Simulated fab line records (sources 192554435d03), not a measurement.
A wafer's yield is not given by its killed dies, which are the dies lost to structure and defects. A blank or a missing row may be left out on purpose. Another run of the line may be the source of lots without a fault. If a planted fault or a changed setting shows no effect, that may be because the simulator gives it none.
A struck lot beside a sound one :: flow n5Finfet :: 15 out of 1938 route steps
Sound: the wafers L438.1, L438.2, L438.3. Struck: wafer L452.5; the same lot's L452.6 was not struck, so it is left out; see the end for the cause.
At each step with rows: each side's tool, then ch and its chambers, then its first start. Under that, the readings that differ: sound wafers :: struck wafers :: difference of the means :: sigmas: that difference in standard deviations of wafers without a fault.
alike: a reading whose means differ by less than 2 such deviations, as well as words and numbers matching on both sides. not compared: withheld readings; readings where some wafer has no value; bounds like >300 that might hide an equal value; numbers whose values overlap and for which the record gives no deviation.
Wherever a step has rows on one side only, a row that says differs or no value, or a row with sigmas, the two part there. Numbers that have no deviation but don't overlap get no sigmas and don't part them. A reading missing from all wafers of one side parts the sides only when that side holds two or more wafers.

N5_BEOL_M11_HM_DEP_02: deposits TiN, target thk 20 nm.
  sound on pvdSputter-03 at day 10 10:21; struck on pvdSputter-01 at day 13 11:09
  alike: chamberPressurePa, throttleValvePct
then, 8 steps without rows for these wafers: N5_BEOL_M11_COAT_59 (time 60 s, resist thk 100 nm); N5_BEOL_M11_COAT_60 (time 60 s, resist thk 30 nm); N5_BEOL_M11_COAT_05 (resist thk 90 nm); N5_BEOL_M11_EBR_07; N5_BEOL_M11_SOFTBAKE_06 (time 60 s); N5_BEOL_M11_EXPOSE_08 (exposes mask M11); N5_BEOL_M11_PEB_09 (peb time 60 s); N5_BEOL_M11_DEVELOP_10 (develop time 30 s).
N5_BEOL_M11_CD_MEAS_11: the cd target is 64.1 nm.
  sound on cdSem-01 ch 0, day 10 10:44; struck on cdSem-03 ch 0, day 13 11:36
  alike: cdNm
N5_BEOL_M11_OVL_MEAS_12:
  sound on overlay-02 ch 0, day 10 10:46; struck on overlay-01 ch 0, day 13 11:38
  alike: M11_OVL
N5_BEOL_M11_INSPECT_13: inspects for defects (brightfield).
  sound on defectInspect-02 at day 10 10:47; struck on defectInspect-01 at day 13 11:39
  alike: rawDefectCount
N5_BEOL_M11_DESCUM_16: chemistry O2, time 7.9 s.
  sound on rieDiel-04 ch 1,2,3, day 10 10:54; struck on rieDiel-06 ch 1, day 13 11:42
  alike: drypumpMotorCurrentA, o2FlowSccm, oesProductAu, rfVppV, showerheadPlenumPTorr, throttleValvePct
  not compared: rfHoursCounterH
N5_BEOL_M11_ETCH_61: etches SiARC in CF4, target depth 39 nm, time 65 s.
  sound on rieDiel-04 ch 1,2,3, day 10 10:56; struck on rieDiel-06 ch 1, day 13 11:44
reading: model.CAR-ArF_of_BEOL_M11_COAT_05.thkNm (nm)
sound: 55.6 55.2 55.4
struck: 56
difference: +1
sigmas: 
  alike: drypumpMotorCurrentA, etchRfOnTimeS, oesProductAu, rfVppV, showerheadPlenumPTorr, throttleValvePct
  not compared: rfHoursCounterH
N5_BEOL_M11_ETCH_62: etches SOC in N2/H2, target depth 110 nm, overetch 22 nm, time 165 s.
  sound on rieDiel-04 ch 1,2,3, day 10 10:59; struck on rieDiel-06 ch 1, day 13 11:50
  alike: drypumpMotorCurrentA, oesProductAu, rfVppV, showerheadPlenumPTorr, throttleValvePct
  not compared: rfHoursCounterH

== WHERE THEY PART ==
Nowhere in this record.

WHY: whatever the simulator had introduced
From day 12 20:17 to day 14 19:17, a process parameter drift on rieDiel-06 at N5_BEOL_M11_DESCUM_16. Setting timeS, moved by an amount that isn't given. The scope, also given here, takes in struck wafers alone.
